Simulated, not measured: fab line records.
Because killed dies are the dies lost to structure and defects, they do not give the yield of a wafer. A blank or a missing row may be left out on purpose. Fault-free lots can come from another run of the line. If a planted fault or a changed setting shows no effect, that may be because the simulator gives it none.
fab line records -- flow nand-harc
record lots=13, wafers=39, last-day=24
route steps=1159 shown A_WL_FILL@809
lots that met no fault: taken from a fault-free run of the same line
start-h: start of the lot's first displayed wafer, in hours after the record's first day -- wait-h: how many hours have passed since the lot's step before this one -- " same as the row above -- L1.1+2: one row covering several wafers at once -- - no value, or no start was given -- * or withheld: withheld -- < > ~ a bound
route shown NAME@n: a module of which the file shows steps, and the number in the route of the first -- usual: mean/standard deviation taken from wafers without a fault -- same: alike in all rows -- chamber/n: place in a boat -- sites: readings site by site -- _std_site: the standard deviation of these -- _edge_site: mean of outer sites minus mean of inner sites -- radius-mm: for every site, how far away it sits from the centre of the wafer -- mask NAME#n: copy n -- behind: the most recent tool/chamber to have shaped the wafer -- hold: what put the lot on hold/how long, in hours/how the hold closed -- device: the n, p or np transistor that did not switch -- end of line: the same wafers' tests at the end of the route -- step lacking rows: just its recipe -- killed: dies that structure and defects cost at the first sort, which is not the same as the wafer's yield -- map: a wafer's dies, x killed, . not, _ none there
set.NAME: the run value of the setting; set.NAME@STEP: its run value at that earlier step -- model.NAME: the simulator's own value behind a step, which no gauge read
the route's steps for a sample of lots (tables are steps, rows are wafers)
services: from which hour (start-h, from the record's first day; less than 0 if before it) a tool's chamber was out of use, for how many hours, and why
## steps
# step NHARC_A_WL_FILL_ALD_00
# recipe target-thk-a=30, pulse-time-s=3, ald-cycles=30, temp-c=300, material=Al2O3
# usual heater-power-w=465/44, precursor-pulse-height-rel=1.000/0.021
lot.wafer,tool,chamber,start-h,wait-h,heater-power-w,precursor-pulse-height-rel
L963.4,ald-hk-03,0,339.13,0.1,448,1.007
L963.1,ald-hk-03,2,339.13,0.1,446,0.986
L963.6,ald-hk-03,0,339.13,0.1,458,1.006
L964.2,ald-hk-01,0,339.19,0.1,477,0.978
L964.3,ald-hk-01,1,339.19,0.1,390,1.013
L964.6,ald-hk-01,3,339.19,0.1,453,1.037
L966.2,ald-hk-03,2,346.14,0.1,430,0.989
L966.5,ald-hk-03,0,346.14,0.1,458,1.003
L966.6,ald-hk-03,1,346.14,0.1,493,0.985
L970.2,ald-hk-01,3,382.24,0.1,459,1.042
L970.1,ald-hk-01,0,382.24,0.1,483,0.974
L970.4,ald-hk-01,1,382.24,0.1,393,0.961
L969.1,ald-hk-03,3,382.26,0.1,487,0.987
L969.2,ald-hk-03,0,382.26,0.1,453,0.959
L969.5,ald-hk-03,3,382.26,0.1,488,1.005
L968.2,ald-hk-04,0,382.32,0.1,515,1.009
L968.3,ald-hk-04,2,382.32,0.1,422,0.978
L968.5,ald-hk-04,1,382.32,0.1,517,0.989
L971.1,ald-hk-03,1,382.43,0.2,519,0.968
L971.4,ald-hk-03,3,382.43,0.2,495,0.970
L971.5,ald-hk-03,2,382.43,0.2,427,1.006
L967.4,ald-hk-03,0,385.87,0.3,451,1.021
L967.3,ald-hk-03,1,385.87,0.3,485,1.032
L967.6,ald-hk-03,0,385.87,0.3,439,1.028
L974.1,ald-hk-01,2,402.76,0.1,496,1.029
L974.4,ald-hk-01,3,402.76,0.1,451,1.031
L974.2,ald-hk-01,1,402.76,0.1,386,0.978
L975.3,ald-hk-04,2,402.82,0.1,431,1.029
L975.1,ald-hk-04,3,402.82,0.1,398,0.986
L975.5,ald-hk-04,0,402.82,0.1,510,0.982
L977.4,ald-hk-04,0,439.44,0.1,505,1.016
L977.5,ald-hk-04,2,439.44,0.1,429,1.000
L977.6,ald-hk-04,3,439.44,0.1,397,0.974
L978.2,ald-hk-04,1,439.55,0.2,534,0.982
L978.1,ald-hk-04,0,439.55,0.2,502,0.993
L978.6,ald-hk-04,2,439.55,0.2,426,0.967
L982.4,ald-hk-04,0,471.94,0.1,516,1.015
L982.1,ald-hk-04,1,471.94,0.1,521,1.009
L982.2,ald-hk-04,2,471.94,0.1,435,0.986
# step NHARC_A_WL_FILL_RTA_01
# recipe temp-c=1000, time-s=5
# usual lamp-power-pct=31/3.1, wafer_temp_C_max=1004.3/1.2
lot.wafer,tool,chamber,start-h,wait-h,lamp-power-pct,wafer_temp_C_max
L963.1,rtp-anneal-02,0,339.50,-,28,1002.8
L963.4,rtp-anneal-02,0,339.50,-,28,1003.0
L963.6,rtp-anneal-02,0,339.50,-,28,1004.2
L964.2,rtp-anneal-02,0,339.70,-,28,1003.4
L964.3,rtp-anneal-02,0,339.70,-,28,1004.0
L964.6,rtp-anneal-02,0,339.70,-,28,1004.3
L966.2,rtp-anneal-01,0,346.37,-,35,1004.7
L966.5,rtp-anneal-01,0,346.37,-,35,1003.8
L966.6,rtp-anneal-01,0,346.37,-,35,1004.7
L969.1,rtp-anneal-01,0,382.52,-,35,1005.0
L969.2,rtp-anneal-01,0,382.52,-,35,1007.0
L969.5,rtp-anneal-01,0,382.52,-,35,1006.7
L968.2,rtp-anneal-02,0,382.61,-,28,1003.5
L968.3,rtp-anneal-02,0,382.61,-,28,1003.2
L968.5,rtp-anneal-02,0,382.61,-,28,1003.0
L970.1,rtp-anneal-02,0,382.75,0.4,28,1003.1
L970.2,rtp-anneal-02,0,382.75,0.4,28,1003.3
L970.4,rtp-anneal-02,0,382.75,0.4,28,1003.2
L971.1,rtp-anneal-02,0,382.92,-,28,1003.5
L971.4,rtp-anneal-02,0,382.92,-,28,1004.8
L971.5,rtp-anneal-02,0,382.92,-,28,1003.7
L967.3,rtp-anneal-02,0,386.40,-,28,1003.1
L967.4,rtp-anneal-02,0,386.40,-,28,1003.6
L967.6,rtp-anneal-02,0,386.40,-,28,1003.2
L974.1,rtp-anneal-02,0,403.03,-,28,1003.3
L974.2,rtp-anneal-02,0,403.03,-,28,1003.7
L974.4,rtp-anneal-02,0,403.03,-,28,1002.5
L975.1,rtp-anneal-02,0,403.20,-,28,1002.6
L975.3,rtp-anneal-02,0,403.20,-,28,1003.1
L975.5,rtp-anneal-02,0,403.20,-,28,1003.5
L977.4,rtp-anneal-02,0,439.90,-,28,1004.3
L977.5,rtp-anneal-02,0,439.90,-,28,1003.7
L977.6,rtp-anneal-02,0,439.90,-,28,1003.3
L978.1,rtp-anneal-02,0,440.15,-,28,1004.3
L978.2,rtp-anneal-02,0,440.15,-,28,1003.7
L978.6,rtp-anneal-02,0,440.15,-,28,1004.5
L982.1,rtp-anneal-02,0,472.21,-,28,1003.0
L982.2,rtp-anneal-02,0,472.21,-,28,1004.1
L982.4,rtp-anneal-02,0,472.21,-,28,1003.9
# step NHARC_A_WL_FILL_ETCHBACK_17
# recipe target-depth-a=40, time-s=26.7, chemistry=Cl2/BCl3
# usual drypump-motor-current-A=5.7/0.5, oes-product-au=0.998/0.0095, run-length-s=48.20/0.29
lot.wafer,tool,chamber,start-h,wait-h,drypump-motor-current-A,oes-product-au,rf-hours-counter-h,run-length-s
L963.1,rie-metal-03,1,357.80,-,6.5,1.011,2.7,48.15
L963.4,rie-metal-03,0,357.80,-,5.1,1.009,-,48.96
L963.6,rie-metal-03,0,357.80,-,5.1,1.002,-,48.82
L964.2,rie-metal-02,0,360.35,-,6.1,0.989,4.4,48.37
L964.3,rie-metal-02,0,360.35,-,6.1,0.987,-,47.70
L964.6,rie-metal-02,0,360.35,-,6.1,0.975,-,48.08
L966.2,rie-metal-03,0,361.39,-,5.1,0.995,2.8,48.79
L966.5,rie-metal-03,0,361.39,-,5.1,1.003,-,48.56
L966.6,rie-metal-03,1,361.39,-,6.5,1.004,-,48.00
L968.2,rie-metal-02,1,398.88,-,5.4,0.995,0,47.89
L968.3,rie-metal-02,0,398.88,-,6.0,0.993,-,48.06
L968.5,rie-metal-02,0,398.88,-,6.0,1.002,-,47.86
L969.1,rie-metal-03,1,398.90,-,6.5,1.005,3.5,48.40
L969.2,rie-metal-03,0,398.90,-,5.1,1.016,3.5,48.34
L969.5,rie-metal-03,0,398.90,-,5.1,1.007,-,48.43
L970.1,rie-metal-02,1,403.33,-,5.4,0.992,0.1,48.09
L970.2,rie-metal-02,0,403.33,-,6.0,0.999,0.1,48.01
L970.4,rie-metal-02,0,403.33,-,6.0,0.992,-,47.76
L971.1,rie-metal-03,0,403.36,-,5.1,1.007,3.6,48.29
L971.4,rie-metal-03,0,403.36,-,5.1,1.006,-,48.40
L971.5,rie-metal-03,0,403.36,-,5.1,1.010,-,49.02
L967.4,rie-metal-01,0,406.74,-,5.1,1.008,-,48.80
L967.3,rie-metal-01,1,406.74,-,5.9,1.000,-,48.24
L967.6,rie-metal-01,1,406.74,-,5.9,1.005,-,47.72
L974.1,rie-metal-02,1,417.88,-,5.4,1.002,0.4,48.27
L974.2,rie-metal-02,0,417.88,-,6.1,0.986,0.4,48.20
L974.4,rie-metal-02,0,417.88,-,6.1,0.992,-,47.80
L975.1,rie-metal-01,0,417.90,-,5.1,1.007,2.7,48.26
L975.3,rie-metal-01,1,417.90,-,5.9,0.996,-,48.04
L975.5,rie-metal-01,0,417.90,-,5.1,1.004,-,48.58
L977.4,rie-metal-02,1,457.36,-,5.5,0.985,-,48.31
L977.6,rie-metal-02,0,457.36,-,6.1,0.996,-,48.18
L977.5,rie-metal-02,1,457.36,-,5.5,0.989,-,48.02
L978.2,rie-metal-01,1,458.11,-,6.0,1.002,4.0,48.52
L978.1,rie-metal-01,0,458.11,-,5.1,1.011,4.0,38.62
L978.6,rie-metal-01,1,458.11,-,5.9,1.003,-,47.80
L982.1,rie-metal-01,1,486.65,-,6.0,1.021,4.5,47.69
L982.2,rie-metal-01,0,486.65,-,5.1,1.001,4.5,38.59
L982.4,rie-metal-01,0,486.65,-,5.1,0.996,-,38.85
# step NHARC_A_WL_FILL_ALD_19
# recipe target-thk-a=20, pulse-time-s=3, ald-cycles=100, temp-c=450, material=TiN
# usual heater-power-w=1139/110, precursor-pulse-height-rel=1.001/0.019
lot.wafer,tool,chamber,start-h,wait-h,heater-power-w,precursor-pulse-height-rel
L963.4,ald-metal-04,1,363.46,0.1,979,0.957
L963.1,ald-metal-04,3,363.46,0.1,1345,0.996
L963.6,ald-metal-04,2,363.46,0.1,1456,0.999
L966.2,ald-metal-03,1,365.72,0.1,1159,1.004
L966.5,ald-metal-03,3,365.72,0.1,1096,0.993
L966.6,ald-metal-03,0,365.72,0.1,988,1.026
L964.3,ald-metal-01,2,365.73,0.1,1109,1.002
L964.2,ald-metal-01,3,365.73,0.1,1172,1.003
L964.6,ald-metal-01,1,365.73,0.1,1094,1.030
L968.3,ald-metal-04,0,404.22,0.1,1069,1.017
L968.2,ald-metal-04,3,404.22,0.1,1334,0.986
L968.5,ald-metal-04,0,404.22,0.1,1091,0.960
L969.1,ald-metal-01,2,404.24,0.1,1171,1.012
L969.2,ald-metal-01,0,404.24,0.1,1220,1.036
L969.5,ald-metal-01,1,404.24,0.1,1120,0.982
L970.2,ald-metal-03,2,409.01,0.1,1026,0.995
L970.4,ald-metal-03,0,409.01,0.1,998,0.996
L970.1,ald-metal-03,1,409.01,0.1,1151,0.987
L971.4,ald-metal-01,1,409.03,0.1,1084,0.996
L971.1,ald-metal-01,2,409.03,0.1,1172,0.981
L971.5,ald-metal-01,1,409.03,0.1,1122,1.015
L967.3,ald-metal-03,3,412.34,0.1,1145,1.015
L967.4,ald-metal-03,1,412.34,0.1,1152,1.008
L967.6,ald-metal-03,3,412.34,0.1,1129,0.977
L974.1,ald-metal-01,3,423.17,0.1,1198,1.017
L974.2,ald-metal-01,1,423.17,0.1,1103,0.968
L974.4,ald-metal-01,2,423.17,0.1,1160,0.992
L975.3,ald-metal-03,2,423.25,0.1,1033,1.011
L975.1,ald-metal-03,3,423.25,0.1,1109,0.987
L975.5,ald-metal-03,0,423.25,0.1,989,1.017
L978.2,ald-metal-04,1,463.01,0.1,1026,1.017
L978.1,ald-metal-04,2,463.01,0.1,1411,0.995
L978.6,ald-metal-04,2,463.01,0.1,1412,1.016
L977.4,ald-metal-03,0,463.02,0.1,977,1.032
L977.5,ald-metal-03,3,463.02,0.1,1101,1.002
L977.6,ald-metal-03,0,463.02,0.1,1039,1.016
L982.1,ald-metal-01,0,491.93,0.1,1240,0.983
L982.4,ald-metal-01,1,491.93,0.1,1196,0.966
L982.2,ald-metal-01,2,491.93,0.1,1154,1.015
## services
tool,chamber,start-h,hours,kind
ald-metal-03,-,322.00,10.0,pm
ald-metal-03,0,322.00,10.0,vent-cycle
ald-metal-03,1,322.00,10.0,vent-cycle
ald-metal-03,2,322.00,10.0,vent-cycle
ald-metal-03,3,322.00,10.0,vent-cycle
ald-hk-03,-,323.45,10.0,pm
ald-hk-03,0,323.45,10.0,vent-cycle
ald-hk-03,1,323.45,10.0,vent-cycle
rie-metal-01,-,332.00,9.0,pm
ald-hk-04,-,367.07,0.2,repair
ald-hk-04,-,371.15,10.0,pm
ald-metal-03,1,372.20,3.0,repair
rie-metal-02,-,388.00,9.0,pm
ald-metal-03,-,392.09,0.8,repair
ald-metal-04,-,406.16,10.0,pm
ald-hk-01,-,408.35,10.0,pm
rie-metal-03,-,421.04,0.8,repair
ald-hk-01,-,437.08,7.3,repair
ald-metal-03,-,451.51,0.8,repair
rie-metal-01,0,451.61,2.1,repair
rie-metal-03,-,453.00,9.0,pm
ald-metal-01,-,458.00,10.0,pm
ald-hk-01,-,458.02,0.7,repair
rie-metal-01,-,473.79,0.2,repair
## key
first-sign step=NHARC_A_WL_FILL_ETCHBACK_17, reading=run-length-s, direction=down, sigmas=33, usual=*, struck=*
effect none on later readings
met-at NHARC_A_WL_FILL_ETCHBACK_17
struck-lots L978,L982
struck-wafers L978.1,L982.2,L982.4
tester-left-out L978,L982
not-acting-at NHARC_A_WL_FILL_ALD_00,NHARC_A_WL_FILL_RTA_01,NHARC_A_WL_FILL_ALD_19
onset-between 417.90 458.11
fault kind=process-parameter-drift, tool=rie-metal-01, chamber=0, onset-h=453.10, steps=NHARC_A_WL_FILL_ETCHBACK_17, channel=time-s, offset=*, shape=step, end-h=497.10, acts-in=*, stated=*
# tester-left-out: of these lots the tester's yield and bins aren't shown, on N5 and GAA mostly nor the transistor test; their killed dies are dies lost to structure and defects alone, not to doping, threshold or leakage, so they don't give the yield
